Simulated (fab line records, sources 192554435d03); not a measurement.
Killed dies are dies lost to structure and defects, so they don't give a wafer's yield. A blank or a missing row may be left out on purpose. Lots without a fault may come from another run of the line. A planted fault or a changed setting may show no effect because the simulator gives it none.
Which tool did it? | flow n5_finfet | 12 lots, 30 wafers sampled, at 5 steps of a route of 1938

WHAT THE GAUGES READ, wafer by wafer
N5_BEOL_M3_THK_MEAS_01. Usual: M3_ILD_THK 78.9 nm, standard deviation 1.3.
lot  | measured     | on            | M3_ILD_THK (nm) | flag
L772 | day 6 22:48  | film_metro-01 | 79.0 80.2       |
L771 | day 7 04:53  | film_metro-02 | 77.3 78.3       |
L774 | day 7 18:06  | film_metro-02 | 78.7 77.7 77.8  |
L775 | day 8 05:34  | film_metro-01 | 78.7 77.5 80.0  |
L779 | day 9 00:46  | film_metro-01 | 78.7 79.2 81.1  |
L786 | day 11 06:05 | film_metro-01 | 80.4 79.7 79.8  |
L788 | day 11 06:54 | film_metro-01 | 77.8 79.9 80.8  |
L787 | day 11 07:58 | film_metro-02 | 78.1 77.7       |
L789 | day 11 12:13 | film_metro-01 | 78.5 79.2 79.5  |
L792 | day 12 05:41 | film_metro-02 | 80.1 79.8       |
L793 | day 12 10:14 | film_metro-01 | 80.0 81.4       |
L794 | day 13 07:53 | film_metro-01 | 78.5 79.9       |

N5_BEOL_M3_CD_MEAS_28: target cd 25.7 nm, target cd y 23.3 nm. Usual: cd_nm 25.82 nm, standard deviation 0.25.
lot  | measured     | on        | cd_nm (nm)        | flag
L772 | day 7 01:11  | cd_sem-03 | 25.92 25.39       |
L771 | day 7 07:05  | cd_sem-03 | 25.40 25.84       |
L774 | day 7 20:14  | cd_sem-01 | 25.61 25.70 25.58 |
L775 | day 8 07:34  | cd_sem-01 | 25.79 25.63 25.78 |
L779 | day 9 02:35  | cd_sem-03 | 26.24 25.47 25.43 |
L786 | day 11 07:50 | cd_sem-03 | 25.62 25.79 25.74 |
L788 | day 11 09:46 | cd_sem-02 | 25.39 25.63 25.60 |
L787 | day 11 09:50 | cd_sem-03 | 26.10 26.11       |
L789 | day 11 13:35 | cd_sem-03 | 26.09 25.74 25.62 |
L792 | day 12 09:20 | cd_sem-02 | 26.16 25.60       |
L793 | day 12 12:35 | cd_sem-01 | 25.48 25.76       |
L794 | day 13 10:03 | cd_sem-01 | 25.54 26.28       |

N5_BEOL_M4_RC_MEAS_101. Usual: DIBL_N 36.0 mV/V, standard deviation 2; DIBL_P 35.9 mV/V, standard deviation 2.5; IOFF_N 0.16 nA/um, standard deviation 0.038; IOFF_P 0.21 nA/um, standard deviation 0.04; ION_N 675 uA/um, standard deviation 14; ION_P 462 uA/um, standard deviation 9.4; SS_N 71.5 mV/dec, standard deviation 0.75; SS_P 73.2 mV/dec, standard deviation 0.74; VT_N 250 mV, standard deviation 3.9; VT_P -251 mV, standard deviation 3.2.
lot  | measured     | on        | DIBL_N (mV/V)  | DIBL_P (mV/V)  | IOFF_N (nA/um) | IOFF_P (nA/um) | ION_N (uA/um) | ION_P (uA/um) | SS_N (mV/dec)  | SS_P (mV/dec)  | VT_N (mV)   | VT_P (mV)      | flag
L772 | day 7 20:10  | prober-01 | 35.2 36.8      | 35.1 35.2      | 0.17 0.21      | 0.22 0.22      | 691 694       | 472 466       | 70.9 71.7      | 73.1 73.5      | 244 242     | -245 -246      |
L771 | day 7 22:37  | prober-01 | 37.7 36.3      | 35.8 33.6      | 0.20 0.16      | 0.20 0.16      | 667 675       | 455 452       | 72.2 71.1      | 72.8 72.4      | 249 250     | -252 -255      |
L774 | day 8 14:39  | prober-01 | 36.7 37.8 34.0 | 37.6 38.4 33.3 | 0.18 0.21 0.13 | 0.24 0.24 0.16 | 670 678 667   | 463 455 459   | 72.8 73.3 72.2 | 73.0 74.1 73.1 | 249 250 257 | -249 -249 -254 |
L775 | day 9 05:07  | prober-01 | 37.3 32.4 38.7 | 37.2 31.9 39.4 | 0.17 0.11 0.20 | 0.19 0.14 0.25 | 664 654 670   | 446 445 459   | 72.3 70.8 71.8 | 73.7 72.6 74.5 | 251 256 246 | -255 -257 -251 |
L779 | day 9 20:21  | prober-02 | 35.6 34.8 35.3 | 34.3 33.3 34.1 | 0.16 0.13 0.14 | 0.23 0.22 0.23 | 701 683 686   | 483 475 472   | 71.3 69.7 70.6 | 72.8 72.4 72.8 | 243 248 248 | -245 -248 -247 |
L786 | day 12 04:15 | prober-01 | 38.6 38.6 35.6 | 39.3 39.2 36.2 | 0.22 0.21 0.17 | 0.24 0.26 0.20 | 685 683 696   | 466 472 474   | 72.4 72.2 71.3 | 73.3 73.0 72.3 | 248 248 248 | -251 -248 -249 |
L788 | day 12 05:52 | prober-02 | 33.6 35.3 34.5 | 34.1 36.7 37.0 | 0.12 0.14 0.14 | 0.17 0.20 0.21 | 669 647 688   | 457 447 473   | 71.5 71.2 70.9 | 72.7 72.7 73.6 | 255 251 250 | -253 -249 -249 |
L787 | day 12 08:29 | prober-01 | 34.9 39.8      | 34.7 40.8      | 0.13 0.25      | 0.18 0.29      | 658 683       | 448 465       | 72.0 72.4      | 73.1 74.8      | 254 242     | -253 -246      |
L789 | day 12 08:45 | prober-02 | 33.8 41.3 34.4 | 34.0 42.8 34.7 | 0.11 0.28 0.13 | 0.18 0.35 0.19 | 664 705 673   | 460 482 464   | 70.7 72.3 70.6 | 72.6 74.6 72.5 | 254 240 252 | -251 -243 -252 |
L792 | day 13 08:21 | prober-01 | 36.6 37.0      | 36.4 37.0      | 0.14 0.16      | 0.22 0.24      | 661 672       | 458 466       | 71.7 71.4      | 73.2 73.7      | 253 249     | -250 -249      |
L793 | day 13 13:23 | prober-01 | 34.7 33.0      | 35.0 31.9      | 0.12 0.11      | 0.17 0.15      | 664 663       | 460 464       | 71.2 70.9      | 72.7 71.9      | 254 258     | -253 -256      |
L794 | day 13 23:28 | prober-01 | 38.3 39.1      | 37.2 37.9      | 0.19 0.21      | 0.21 0.22      | 689 679       | 465 454       | 72.3 73.5      | 74.2 73.3      | 249 246     | -253 -250      |

WHICH TOOL RAN EACH LOT (tool, then ch and the chambers of the sampled wafers, then the start)
lot  | N5_BEOL_M3_STRIP_66                | N5_BEOL_M3_COAT_76
L772 | rie_diel-02 ch 1,3, day 7 00:31    | litho_track-01 ch 0, day 7 00:47
L771 | rie_diel-01 ch 0,2, day 7 06:19    | litho_track-01 ch 0, day 7 06:48
L774 | rie_diel-06 ch 2,3, day 7 19:40    | litho_track-05 ch 0, day 7 19:57
L775 | rie_diel-06 ch 0,3, day 8 07:02    | litho_track-05 ch 0, day 8 07:17
L779 | rie_diel-06 ch 0,1,2, day 9 01:55  | litho_track-05 ch 0, day 9 02:11
L786 | rie_diel-02 ch 1,2, day 11 07:14   | litho_track-04 ch 0, day 11 07:30
L788 | rie_diel-01 ch 2,3, day 11 09:06   | litho_track-04 ch 0, day 11 09:22
L787 | rie_diel-06 ch 2, day 11 09:10     | litho_track-01 ch 0, day 11 09:27
L789 | rie_diel-01 ch 1,2,3, day 11 13:03 | litho_track-01 ch 0, day 11 13:19
L792 | rie_diel-06 ch 0,1, day 12 08:40   | litho_track-05 ch 0, day 12 08:55
L793 | rie_diel-02 ch 0,1, day 12 11:44   | litho_track-05 ch 0, day 12 12:10
L794 | rie_diel-06 ch 0,3, day 13 09:17   | litho_track-01 ch 0, day 13 09:39
- N5_BEOL_M3_STRIP_66: strips in CF4.
- N5_BEOL_M3_COAT_76: time 60 s, resist thk 5 nm.

WHAT THE TOOLS THEMSELVES READ (means of the sampled wafers that have a number; where no wafer has one, the mark that the record gives instead)
N5_BEOL_M3_STRIP_66. Usual: drypump_motor_current_A 5.5 A, standard deviation 0.36; oes_product_au 0.75 a.u., standard deviation 0.079; rf_vpp_V 271.3 V, standard deviation 1.5; showerhead_plenum_p_Torr 1.80 Torr, standard deviation 0.046; throttle_valve_pct 13.73 %, standard deviation 0.29.
lot  | tool        | drypump_motor_current_A (A) | oes_product_au (a.u.) | rf_vpp_V (V) | showerhead_plenum_p_Torr (Torr) | throttle_valve_pct (%) | flag
L772 | rie_diel-02 | 5.8                         | 0.71                  | 270.5        | 1.77                            | 13.70                  |
L771 | rie_diel-01 | 5.6                         | 0.78                  | 270.9        | 1.79                            | 13.80                  |
L774 | rie_diel-06 | 5.0                         | 0.75                  | 270.1        | 1.74                            | 13.94                  |
L775 | rie_diel-06 | 5.1                         | 0.70                  | 270.8        | 1.76                            | 13.96                  |
L779 | rie_diel-06 | 5.4                         | 0.76                  | 271.7        | 1.83                            | 13.55                  |
L786 | rie_diel-02 | 5.7                         | 0.85                  | 271.9        | 1.80                            | 13.25                  |
L788 | rie_diel-01 | 5.6                         | 0.69                  | 271.1        | 1.75                            | 13.95                  |
L787 | rie_diel-06 | 5.0                         | 0.83                  | 271.8        | 1.79                            | 13.39                  |
L789 | rie_diel-01 | 5.5                         | 0.70                  | 271.2        | 1.79                            | 13.88                  |
L792 | rie_diel-06 | 5.7                         | 0.69                  | 272.4        | 1.84                            | 13.70                  |
L793 | rie_diel-02 | 5.9                         | 0.75                  | 271.1        | 1.81                            | 13.63                  |
L794 | rie_diel-06 | 5.1                         | 0.85                  | 273.3        | 1.89                            | 13.63                  |

N5_BEOL_M3_COAT_76. Usual: spin_speed_rpm 1500.1 rpm, standard deviation 0.93.
lot  | tool           | spin_speed_rpm (rpm) | flag
L772 | litho_track-01 | 1500.4               |
L771 | litho_track-01 | 1500.5               |
L774 | litho_track-05 | 1500.5               |
L775 | litho_track-05 | 1460.5               | OFF
L779 | litho_track-05 | 1460.0               | OFF
L786 | litho_track-04 | 1499.6               |
L788 | litho_track-04 | 1501.0               |
L787 | litho_track-01 | 1500.0               |
L789 | litho_track-01 | 1500.8               |
L792 | litho_track-05 | 1500.0               |
L793 | litho_track-05 | 1500.3               |
L794 | litho_track-01 | 1500.7               |

THE ANSWER, worked out from the rows above alone
Rule: a lot is off if the mean of its wafers that have a number lies more than 3 standard deviations from the usual mean. A lot without any number at a reading at which 4 lots or more have one is off too. The other lots that the step has rows for count as sound. The gauges are gone through in route order, then the tools' own readings, and for those a lot's mean is taken as printed above. The first step at which some lot is off is used, and at that step the reading that is off furthest; a lot without a number counts as furthest.
Off: L775, L779, at N5_BEOL_M3_COAT_76 (spin_speed_rpm).
A tool fits if, at that step or a process step before it, it ran every lot that is off, and no sound lot after the first of them. None of those tried fits.

WHAT THE SIMULATOR HAD PUT IN
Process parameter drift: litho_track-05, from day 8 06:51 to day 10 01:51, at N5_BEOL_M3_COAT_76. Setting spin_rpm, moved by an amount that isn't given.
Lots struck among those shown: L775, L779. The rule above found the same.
